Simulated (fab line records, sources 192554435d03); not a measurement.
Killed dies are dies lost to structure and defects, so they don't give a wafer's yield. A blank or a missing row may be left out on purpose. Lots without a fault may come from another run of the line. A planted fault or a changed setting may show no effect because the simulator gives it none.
Split-lot experiment | flow n5_finfet | 7 lots, 21 wafers read, on a route of 1938 steps

THE SPLIT
At N5_MOL_CONTACT_COAG_VIA_ETCH_46 (etches SiO2 in C4F6/O2, target depth 46 nm, overetch 9.2 nm, time 40 s), the setting bias_w was moved away from the recipe's 455 W on 7 of the 21 wafers read, by -15.4% to +14.4%. The other wafers ran this setting at the recipe's value.

The reading is taken at the split's own step.

THE READING
rf_vpp_V, in V, at N5_MOL_CONTACT_COAG_VIA_ETCH_46 (etches SiO2 in C4F6/O2, target depth 46 nm, overetch 9.2 nm, time 40 s). Fault-free wafers of this fab line usually give 1594 V, standard deviation 47 V.

wafer  | tool, chamber at the split | bias_w as run, W | against the recipe | rf_vpp_V, V | against lot-mates on the recipe
L078.1 | rie_diel-04, 1             | 455              | recipe             | 1614        | -
L078.3 | rie_diel-04, 0             | 455              | recipe             | 1612        | -
L078.5 | rie_diel-04, 3             | 455              | recipe             | 1678        | -
L080.2 | rie_diel-04, 0             | 395              | -13.2%             | 1450        | -91
L080.3 | rie_diel-04, 1             | 395              | -13.2%             | 1452        | -89
L080.4 | rie_diel-04, 2             | 455              | recipe             | 1541        | -
L082.3 | rie_diel-04, 3             | 455              | recipe             | 1679        | -
L082.5 | rie_diel-04, 0             | 455              | recipe             | 1612        | -
L082.6 | rie_diel-04, 2             | 455              | recipe             | 1539        | -
L085.1 | rie_diel-05, 1             | 455              | recipe             | 1601        | -
L085.5 | rie_diel-05, 1             | 455              | recipe             | 1601        | -
L085.6 | rie_diel-05, 0             | 455              | recipe             | 1606        | -
L089.3 | rie_diel-05, 2             | 455              | recipe             | 1597        | -
L089.5 | rie_diel-05, 0             | 401.7            | -11.7%             | 1460        | -139
L089.6 | rie_diel-05, 1             | 455              | recipe             | 1601        | -
L092.2 | rie_diel-05, 1             | 385              | -15.4%             | 1412        | -192
L092.5 | rie_diel-05, 3             | 385              | -15.4%             | 1344        | -260
L092.6 | rie_diel-05, 0             | 455              | recipe             | 1604        | -
L094.1 | rie_diel-01, 1             | 520.6            | +14.4%             | 1700        | +104
L094.3 | rie_diel-01, 3             | 520.6            | +14.4%             | 1763        | +167
L094.4 | rie_diel-01, 3             | 455              | recipe             | 1596        | -

THE FIT
A straight line over all 21 wafers: rf_vpp_V changes by +11.7 V for each +1% of bias_w; r = +0.92; the points scatter about the line by 40 V.
The same after taking each lot's own level away (the mean of its wafers on the recipe; 21 wafers): +10.7 V for each +1%; r = +0.91; scatter 40 V.
On that fit, the largest move of bias_w shifts the reading by 1.6e+02 V.
The lots' own levels span 1541.0 to 1634.7 V, that is 2.0 times the standard deviation above.
So the lot-to-lot level changes the slope little: the two slopes agree.
Check: with one of the wafers moved furthest among these (-15.4%) left out of the fit, the line predicts -163 V for it against its lot-mates. It came out at -192 V against them.
Tool readings at the split's step, against how far the setting was moved: rf_vpp_V r = +0.92.

OTHER SPLITS ON THESE WAFERS
These wafers also went through other splits before the reading. Each is held against what the fit with the lots' levels taken away leaves over:
other split on the same wafers         | wafers away from the commonest value | r with rf_vpp_V (lot level and that fit taken away)
N5_MOL_CONTACT_COAG_ALD_123 ald_cycles | 8                                    | -0.16

THE FILE'S OWN FIT
rf_vpp_V changes by +10.9 V for each +1% of bias_w, r = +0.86.
